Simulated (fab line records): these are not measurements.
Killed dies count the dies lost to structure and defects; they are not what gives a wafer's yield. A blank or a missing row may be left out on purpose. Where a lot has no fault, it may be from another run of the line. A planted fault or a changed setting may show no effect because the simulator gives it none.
A struck lot beside a sound one :: flow n5_finfet :: 20 out of 1938 route steps
Sound: the wafers L390.1, L390.2, L390.4. Struck: wafer L401.5 (L401.1, L401.4, from the same lot, were not struck and are left out); the cause is given at the end.
Each step with rows lists, per side, the tool, then ch with its chambers, then its first start. Under that, the readings that differ: sound wafers :: struck wafers :: difference of the means :: sigmas: that difference in standard deviations of wafers without a fault.
alike: a reading whose means differ by less than 2 such deviations, as well as words and numbers matching on both sides. not compared: withheld readings; readings where some wafer has no value; bounds like >300 that might hide an equal value; numbers whose values overlap and for which the record gives no deviation.
A row with sigmas, a row that says differs or no value, or rows on one side alone: a step with any of these is where the two part. Numbers that don't overlap but have no deviation are shown without sigmas and don't part them. A reading missing from all wafers of one side parts the sides only when that side holds two or more wafers.

N5_BEOL_M13_ETCH_67: etches SiARC in CF4, target depth 143 nm, time 238.3 s.
  sound on rie_diel-06 ch 0,1, day 13 13:02; struck on rie_diel-03 ch 3, day 16 06:59
  alike: drypump_motor_current_A, etch_rf_on_time_s, mfc_ar_sccm, oes_product_au, rf_vpp_V, showerhead_plenum_p_Torr, throttle_valve_pct
  not compared: rf_hours_counter_h
N5_BEOL_M13_ETCH_68: etches SOC in N2/H2, time 355 s.
  sound on rie_diel-06 ch 0,1, day 13 13:11; struck on rie_diel-03 ch 3, day 16 07:08
  alike: drypump_motor_current_A, oes_product_au, rf_vpp_V, showerhead_plenum_p_Torr, throttle_valve_pct
  not compared: rf_hours_counter_h
then, 3 steps without rows for these wafers: N5_BEOL_M13_STRIP_69 (strips in N2/H2); N5_BEOL_M13_TRENCH_ETCH_34 (etches SiOC in C4F8/O2/Ar, target depth 413.47 nm, time 162.6 s); N5_BEOL_M13_STRIP_70 (strips in C4F8/O2/Ar).
N5_BEOL_M13_OCD_MEAS_35:
  struck on ocd-02, day 16 07:32; sound on ocd-01, day 13 13:35
  alike: trench_depth_nm
then, 1 step without rows for these wafers: N5_BEOL_M13_STRIP_37 (strips in N2/H2).
N5_BEOL_M13_ETCH_38: etches SiCN in CF4/N2, target depth 67.5 nm, time 71.9 s.
  sound on rie_diel-03 ch 0,1,3, day 13 15:41; struck on rie_diel-03 ch 3, day 16 08:58
  alike: drypump_motor_current_A, mfc_ar_sccm, oes_product_au, rf_vpp_V, showerhead_plenum_p_Torr, throttle_valve_pct
  not compared: rf_hours_counter_h
then, 2 steps without rows for these wafers: N5_BEOL_M13_PRECLEAN_39 (cleans in residue remover, time 60 s); N5_BEOL_M13_SRD_40 (time 30 s, dry time 30 s).
N5_BEOL_M13_DEGAS_41: time 60 s.
  struck on pvd_sputter-01, day 16 09:18; sound on pvd_sputter-01, day 13 16:09
  alike: heater_power_w
N5_BEOL_M13_PRE_CLEAN_42: time 30 s.
  struck on pvd_sputter-01, day 16 09:20; sound on pvd_sputter-01, day 13 16:11
  alike: heater_power_w
N5_BEOL_M13_SPUTTER_43: material TaN, target thk 15 nm, time 24.19 s.
  struck on pvd_sputter-01, day 16 09:23; sound on pvd_sputter-01, day 13 16:14
reading: model.TaN_of_BEOL_M13_SPUTTER_43.thk_nm (nm)
sound: 15 14.8 14.2
struck: 27.6
difference: +12.9
sigmas: 
  alike: throttle_valve_pct
then, 4 steps without rows for these wafers: N5_BEOL_M13_SPUTTER_44 (material Ta, target thk 10 nm, time 16.13 s); N5_BEOL_M13_SPUTTER_45 (material Cu, target thk 80 nm, time 13.33 s); N5_BEOL_M13_ECD_47 (material Cu, target thk 936 nm); N5_BEOL_M13_ANNEAL_48 (time 90 s).
N5_BEOL_M13_CMP_49: polishes, stops on SiOC, t overpolish 17.1 s, target thk 420 nm.
  sound on cmp-04 ch 0,1,3, day 13 16:58; struck on cmp-03 ch 0, day 16 10:15
reading: barrier_field_endpoint_s (s)
sound: 29.9 30.5 29.3
struck: 44.2
difference: +14.3
sigmas: +14

reading: model.Cu_of_BEOL_M13_ECD_47.thk_nm (nm)
sound: 416.8 417.6 416.2
struck: 402.6
difference: -14.3
sigmas: 
  alike: motor_current_A
N5_BEOL_M13_THK_MEAS_50: measures by xrf.
  struck on film_metro-01, day 16 10:33; sound on film_metro-02, day 13 17:16
reading: M13_THK (nm)
sound: 417 419 416
struck: 396
difference: -21
sigmas: -3
N5_PASSIVATION_PROBE_49:
  the record has rows for the struck wafers here (prober-01, day 17 11:43) and none for the sound ones

WHERE THEY PART
At N5_BEOL_M13_CMP_49 first; at N5_PASSIVATION_PROBE_49 last (within this record only).

WHY: the cause the simulator had injected
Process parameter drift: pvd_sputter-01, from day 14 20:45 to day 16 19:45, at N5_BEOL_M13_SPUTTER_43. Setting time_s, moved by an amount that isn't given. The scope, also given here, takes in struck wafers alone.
